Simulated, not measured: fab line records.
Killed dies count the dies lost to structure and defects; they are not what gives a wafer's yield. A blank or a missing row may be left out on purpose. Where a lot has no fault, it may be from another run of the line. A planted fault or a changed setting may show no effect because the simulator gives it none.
The tool behind it: which one?	flow n5Finfet	24 lots with 72 wafers sampled at 6 steps, on a route of 1938 steps

WHAT THE GAUGES READ, wafer by wafer
No reading from a measuring or inspecting step in the record can be judged against a usual standard deviation.

WHICH TOOL RAN EACH LOT (tool, then ch and the chambers of the sampled wafers, then the start)
lot	N5_BEOL_M4_HM_OPEN_17	N5_BEOL_M4_STRIP_97	N5_BEOL_M4_SPUTTER_79	N5_BEOL_M4_ANNEAL_80	N5_BEOL_M5_CURE_79	N5_BEOL_M5_ETCH_68
L074	rieMetal-01 ch 0, day 7 10:00	rieDiel-02 ch 2,3, day 7 15:47 or earlier	pvdSputter-03, day 7 15:47	pvdSputter-03, day 7 15:52	uvCure-03 ch 0, day 7 19:27	rieDiel-05 ch 0,1, day 8 01:32
L075	rieMetal-02 ch 0,1, day 7 18:52	rieDiel-03 ch 1,2,3, day 8 02:38 or earlier	pvdSputter-02, day 8 02:38	pvdSputter-02, day 8 02:43	uvCure-03 ch 1, day 8 06:33	rieDiel-01 ch 1,2, day 8 11:32
L076	rieMetal-03 ch 0,1, day 7 23:36	rieDiel-03 ch 1,2,3, day 8 03:14 or earlier	pvdSputter-03, day 8 03:14	pvdSputter-03, day 8 03:19	uvCure-01 ch 0, day 8 07:04	rieDiel-01 ch 2,3, day 8 10:25
L077	rieMetal-03 ch 0,1, day 8 06:40	rieDiel-03 ch 0,1,2, day 8 12:09 or earlier	pvdSputter-01, day 8 12:09	pvdSputter-01, day 8 12:14	uvCure-02 ch 1, day 8 15:57	rieDiel-01 ch 1,2, day 8 19:54
L078	rieMetal-03 ch 1, day 8 10:22	rieDiel-02 ch 0,2, day 8 15:19 or earlier	pvdSputter-03, day 8 15:19	pvdSputter-03, day 8 15:23	uvCure-01 ch 2, day 8 19:04	rieDiel-05 ch 0,1,2, day 8 22:50
L079	rieMetal-01 ch 0,1, day 8 14:48	rieDiel-02 ch 1,2, day 8 22:00 or earlier	pvdSputter-02, day 8 22:00	pvdSputter-02, day 8 22:05	uvCure-01 ch 0, day 9 01:49	rieDiel-05 ch 0,3, day 9 05:08
L080	rieMetal-02 ch 0,1, day 9 00:22	rieDiel-02 ch 1,2, day 9 03:38 or earlier	pvdSputter-03, day 9 03:38	pvdSputter-03, day 9 03:43	uvCure-02 ch 1, day 9 07:28	rieDiel-01 ch 1,2,3, day 9 11:08
L082	rieMetal-01 ch 0,1, day 9 01:52	rieDiel-02 ch 0,2, day 9 07:09 or earlier	pvdSputter-02, day 9 07:09	pvdSputter-02, day 9 07:14	uvCure-02 ch 0, day 9 11:11	rieDiel-05 ch 0,2,3, day 9 13:56
L081	rieMetal-03 ch 0,1, day 9 09:49	rieDiel-02 ch 0,1, day 9 12:12 or earlier	pvdSputter-02, day 9 12:12	pvdSputter-02, day 9 12:17	uvCure-02 ch 1, day 9 16:13	rieDiel-01 ch 0,2, day 9 18:55
L083	rieMetal-01 ch 0,1, day 9 10:57	rieDiel-03 ch 0,2,3, day 9 14:14 or earlier	pvdSputter-02, day 9 14:14	pvdSputter-02, day 9 14:19	uvCure-01 ch 1, day 9 17:56	rieDiel-05 ch 1,2,3, day 9 20:19
L084	rieMetal-01 ch 0,1, day 9 16:38	rieDiel-03 ch 0,1,2, day 9 19:36 or earlier	pvdSputter-02, day 9 19:36	pvdSputter-02, day 9 19:41	uvCure-01 ch 1, day 9 23:19	rieDiel-01 ch 0,2,3, day 10 02:08
L085	rieMetal-02 ch 0,1, day 12 09:20	rieDiel-02 ch 2,3, day 13 04:48 or earlier	pvdSputter-01, day 13 04:48	pvdSputter-01, day 13 04:53	uvCure-01 ch 0, day 13 08:34	rieDiel-05 ch 0,1,3, day 13 13:22
L088	rieMetal-01 ch 0, day 12 12:57	rieDiel-02 ch 0,3, day 12 18:23 or earlier	pvdSputter-03, day 12 18:23	pvdSputter-03, day 12 18:28	uvCure-01 ch 2, day 12 22:13	rieDiel-05 ch 0,1,2, day 13 00:35
L095	rieMetal-02 ch 0,1, day 12 14:28	rieDiel-02 ch 0,2,3, day 12 21:01 or earlier	pvdSputter-02, day 12 21:01	pvdSputter-02, day 12 21:05	uvCure-03 ch 0, day 13 01:05	rieDiel-05 ch 0,1,3, day 13 05:50
L094	rieMetal-01 ch 0,1, day 12 14:43	rieDiel-03 ch 0,2, day 12 22:43 or earlier	pvdSputter-01, day 12 22:43	pvdSputter-01, day 12 22:47	uvCure-01 ch 1, day 13 02:34	rieDiel-01 ch 0,2, day 13 09:37
L089	rieMetal-03 ch 0,1, day 12 20:59	rieDiel-03 ch 0,3, day 13 11:43 or earlier	pvdSputter-03, day 13 11:43	pvdSputter-03, day 13 11:47	uvCure-01 ch 1, day 13 15:43	rieDiel-01 ch 0,1, day 13 21:01
L090	rieMetal-01 ch 1, day 12 21:04	rieDiel-02 ch 1,2,3, day 13 04:40 or earlier	pvdSputter-03, day 13 04:40	pvdSputter-03, day 13 04:44	uvCure-03 ch 2, day 13 08:19	rieDiel-06 ch 1,2, day 13 13:45
L092	rieMetal-02 ch 0,1, day 12 21:24	rieDiel-03 ch 0,1,2, day 13 13:33 or earlier	pvdSputter-03, day 13 13:33	pvdSputter-03, day 13 13:38	uvCure-03 ch 1, day 13 20:39	rieDiel-05 ch 0,1, day 13 23:43
L091	rieMetal-03 ch 0,1, day 13 00:36	rieDiel-02 ch 0,2,3, day 13 22:46 or earlier	pvdSputter-01, day 13 22:46	pvdSputter-01, day 13 22:51	uvCure-01 ch 1, day 14 02:26	rieDiel-06 ch 0,1,3, day 14 06:14
L093	rieMetal-03 ch 0,1, day 13 03:04	rieDiel-04 ch 0,1,3, day 14 06:13 or earlier	pvdSputter-03, day 14 06:13	pvdSputter-03, day 14 06:18	uvCure-03 ch 0, day 14 09:59	rieDiel-06 ch 1,2,3, day 14 16:27
L087	rieMetal-03 ch 0,1, day 13 07:23	rieDiel-03 ch 0,1,3, day 14 05:25 or earlier	pvdSputter-02, day 14 05:25	pvdSputter-02, day 14 05:30	uvCure-02 ch 0, day 14 09:05	rieDiel-06 ch 0,2,3, day 14 11:53
L096	rieMetal-01 ch 0,1, day 13 07:33	rieDiel-02 ch 0,1, day 14 09:56 or earlier	pvdSputter-03, day 14 09:56	pvdSputter-03, day 14 10:01	uvCure-02 ch 1, day 14 13:37	rieDiel-01 ch 1,3, day 14 16:07
L086	rieMetal-02 ch 0,1, day 13 16:47	rieDiel-03 ch 0,1,3, day 14 11:47 or earlier	pvdSputter-03, day 14 11:47	pvdSputter-03, day 14 11:52	uvCure-02 ch 1, day 14 15:50	rieDiel-06 ch 0,2, day 14 23:26
L097	rieMetal-02 ch 0,1, day 14 07:49	rieDiel-02 ch 0,3, day 15 00:49 or earlier	pvdSputter-01, day 15 00:49	pvdSputter-01, day 15 00:53	uvCure-03 ch 1, day 15 05:42	rieDiel-05 ch 0,2,3, day 15 08:46
- N5_BEOL_M4_HM_OPEN_17: chemistry Cl2/BCl3, target TiN, target depth 20 nm, overetch 6 nm.
- N5_BEOL_M4_STRIP_97: strips in N2/H2, time 10 s.
- N5_BEOL_M4_SPUTTER_79: material Cu, target thk 4.5 nm, time 8.29 s.
- N5_BEOL_M4_ANNEAL_80: time 240 s.
- N5_BEOL_M5_CURE_79: cures SiCOH lowk, time 240 s.
- N5_BEOL_M5_ETCH_68: etches SOC in N2/H2, target depth 80 nm, overetch 16 nm, time 120 s.

AS READ BY THE TOOLS THEMSELVES (means over the sampled wafers that have a number; for cases with no such wafer, the mark the record gives instead)
N5_BEOL_M4_HM_OPEN_17.
lot	tool	drypumpMotorCurrentA (A)	oesProductAu (a.u.)	throttleValvePct (%)
L074	rieMetal-01	5.8	0.52	22.58
L075	rieMetal-02	5.7	0.73	21.92
L076	rieMetal-03	6.0	0.67	22.19
L077	rieMetal-03	6.0	0.67	22.19
L078	rieMetal-03	6.2	0.50	22.32
L079	rieMetal-01	5.4	0.62	22.25
L080	rieMetal-02	5.8	0.70	21.79
L082	rieMetal-01	5.3	0.62	22.26
L081	rieMetal-03	6.1	0.58	22.27
L083	rieMetal-01	5.3	0.62	22.27
L084	rieMetal-01	5.6	0.56	22.43
L085	rieMetal-02	5.7	0.69	21.95
L088	rieMetal-01	5.8	0.79	22.26
L095	rieMetal-02	5.8	0.69	21.94
L094	rieMetal-01	5.3	0.69	22.17
L089	rieMetal-03	6.1	0.76	22.06
L090	rieMetal-01	5.1	0.64	22.14
L092	rieMetal-02	5.7	0.69	21.94
L091	rieMetal-03	6.1	0.75	22.07
L093	rieMetal-03	6.1	0.73	22.12
L087	rieMetal-03	6.1	0.76	22.07
L096	rieMetal-01	5.6	0.74	22.22
L086	rieMetal-02	5.8	0.66	21.83
L097	rieMetal-02	5.8	0.67	21.83

N5_BEOL_M4_STRIP_97.
lot	tool	drypumpMotorCurrentA (A)	oesProductAu (a.u.)	rfVppV (V)	showerheadPlenumPTorr (Torr)	throttleValvePct (%)
L074	rieDiel-02	6.2	0.87	58.2	2.62	23.76
L075	rieDiel-03	5.4	0.81	60.1	2.60	23.63
L076	rieDiel-03	5.5	0.81	60.1	2.60	23.63
L077	rieDiel-03	5.6	0.75	59.2	2.49	23.75
L078	rieDiel-02	6.3	0.75	59.0	2.50	23.77
L079	rieDiel-02	6.1	0.83	59.7	2.67	23.46
L080	rieDiel-02	6.1	0.83	59.5	2.67	23.46
L082	rieDiel-02	6.1	0.77	58.9	2.57	23.61
L081	rieDiel-02	6.3	0.78	59.2	2.52	23.82
L083	rieDiel-03	5.4	0.75	58.3	2.53	23.73
L084	rieDiel-03	5.6	0.74	59.6	2.49	23.75
L085	rieDiel-02	6.1	0.78	59.3	2.61	23.64
L088	rieDiel-02	6.4	0.74	59.5	2.47	24.01
L095	rieDiel-02	6.2	0.77	59.4	2.54	23.82
L094	rieDiel-03	5.3	0.79	58.7	2.58	23.85
L089	rieDiel-03	5.5	0.84	59.0	2.68	23.49
L090	rieDiel-02	6.2	0.81	59.7	2.64	23.69
L092	rieDiel-03	5.6	0.82	59.0	2.58	23.71
L091	rieDiel-02	6.2	0.76	59.2	2.54	23.84
L093	rieDiel-04	6.0	0.85	59.1	2.50	23.29
L087	rieDiel-03	5.7	0.84	59.0	2.64	23.52
L096	rieDiel-02	6.3	0.73	58.2	2.51	23.87
L086	rieDiel-03	5.7	0.84	59.6	2.64	23.51
L097	rieDiel-02	6.4	0.77	59.5	2.52	24.02

N5_BEOL_M4_SPUTTER_79.
lot	tool	throttleValvePct (%)
L074	pvdSputter-03	29.9
L075	pvdSputter-02	29.8
L076	pvdSputter-03	28.8
L077	pvdSputter-01	31.0
L078	pvdSputter-03	30.2
L079	pvdSputter-02	30.1
L080	pvdSputter-03	30.2
L082	pvdSputter-02	28.9
L081	pvdSputter-02	30.0
L083	pvdSputter-02	29.4
L084	pvdSputter-02	28.8
L085	pvdSputter-01	30.7
L088	pvdSputter-03	29.8
L095	pvdSputter-02	28.8
L094	pvdSputter-01	30.1
L089	pvdSputter-03	29.0
L090	pvdSputter-03	29.3
L092	pvdSputter-03	29.1
L091	pvdSputter-01	30.5
L093	pvdSputter-03	29.5
L087	pvdSputter-02	29.2
L096	pvdSputter-03	29.9
L086	pvdSputter-03	30.1
L097	pvdSputter-01	30.3

N5_BEOL_M4_ANNEAL_80.
lot	tool	heaterPowerW (W)
L074	pvdSputter-03	888
L075	pvdSputter-02	835
L076	pvdSputter-03	878
L077	pvdSputter-01	767
L078	pvdSputter-03	885
L079	pvdSputter-02	791
L080	pvdSputter-03	873
L082	pvdSputter-02	832
L081	pvdSputter-02	796
L083	pvdSputter-02	820
L084	pvdSputter-02	822
L085	pvdSputter-01	811
L088	pvdSputter-03	860
L095	pvdSputter-02	833
L094	pvdSputter-01	827
L089	pvdSputter-03	897
L090	pvdSputter-03	889
L092	pvdSputter-03	879
L091	pvdSputter-01	804
L093	pvdSputter-03	870
L087	pvdSputter-02	817
L096	pvdSputter-03	881
L086	pvdSputter-03	891
L097	pvdSputter-01	834

N5_BEOL_M5_CURE_79.
lot	tool	lampPowerPct (%)	wafer_temp_C_max
L074	uvCure-03	52.31	388.3
L075	uvCure-03	52.34	386.9
L076	uvCure-01	52.35	388.9
L077	uvCure-02	52.33	387.7
L078	uvCure-01	52.29	387.7
L079	uvCure-01	52.33	388.5
L080	uvCure-02	52.30	387.6
L082	uvCure-02	52.32	387.3
L081	uvCure-02	52.28	387.6
L083	uvCure-01	52.33	386.7
L084	uvCure-01	52.34	386.7
L085	uvCure-01	52.37	388.1
L088	uvCure-01	52.30	387.7
L095	uvCure-03	52.32	387.4
L094	uvCure-01	52.31	386.6
L089	uvCure-01	52.29	386.7
L090	uvCure-03	52.29	385.7
L092	uvCure-03	52.28	387.3
L091	uvCure-01	52.30	386.2
L093	uvCure-03	52.30	388.1
L087	uvCure-02	52.27	387.2
L096	uvCure-02	52.30	387.6
L086	uvCure-02	52.33	387.1
L097	uvCure-03	52.35	386.6

N5_BEOL_M5_ETCH_68.
lot	tool	drypumpMotorCurrentA (A)	oesProductAu (a.u.)	rfVppV (V)	showerheadPlenumPTorr (Torr)	throttleValvePct (%)
L074	rieDiel-05	6.7	0.55	520.5	2.41	18.08
L075	rieDiel-01	5.4	0.56	525.0	2.55	17.86
L076	rieDiel-01	5.0	0.56	522.6	2.51	18.05
L077	rieDiel-01	5.5	0.57	523.7	2.55	17.88
L078	rieDiel-05	6.2	0.55	522.2	2.48	18.00
L079	rieDiel-05	5.5	0.64	525.7	2.61	17.93
L080	rieDiel-01	5.1	0.55	524.3	2.55	17.95
L082	rieDiel-05	5.6	0.59	525.0	2.58	17.96
L081	rieDiel-01	5.4	0.58	524.3	2.56	17.99
L083	rieDiel-05	5.6	0.59	525.0	2.59	17.88
L084	rieDiel-01	5.1	0.56	524.6	2.55	18.05
L085	rieDiel-05	6.1	0.57	522.3	2.50	18.04
L088	rieDiel-05	6.2	0.53	522.8	2.47	18.05
L095	rieDiel-05	6.1	0.57	522.8	2.50	18.03
L094	rieDiel-01	5.3	0.57	523.7	2.55	18.03
L089	rieDiel-01	5.1	0.61	525.3	2.62	17.91
L090	rieDiel-06	5.8	0.58	523.0	2.50	17.77
L092	rieDiel-05	6.7	0.54	519.5	2.40	18.09
L091	rieDiel-06	5.8	0.56	525.1	2.56	17.84
L093	rieDiel-06	5.8	0.58	522.9	2.50	17.82
L087	rieDiel-06	6.1	0.60	524.4	2.56	17.71
L096	rieDiel-01	5.0	0.71	523.9	2.56	17.55
L086	rieDiel-06	6.5	0.63	523.8	2.55	17.56
L097	rieDiel-05	5.7	0.57	525.2	2.56	18.02

THE ANSWER, worked out from the rows above alone
Rule: the usual values come from the lots themselves. The widest of any qualifying gaps counts: lots, ordered by their means at a reading, are off when they make up no more than a third of the lots, leave a main group of 4 or more, and stand apart from it by 3 or more times the standard deviation of that group's means. A main group whose means are all the same, to the digits that the tables above print for the reading, isn't used. Also off: a lot with no number at a reading for which 4 or more lots have one. Where the step has rows for the other lots, those lots are counted as sound. Order of review: gauges by route order, followed by the tools' own readings, for which a lot's mean as printed above is used. The first step at which some lot is off is used, and at that step the reading that is off furthest; a lot without a number counts as furthest.
Nothing can be told from this: no lot is off at any reading shown.

WHAT THE SIMULATOR HAD PUT IN
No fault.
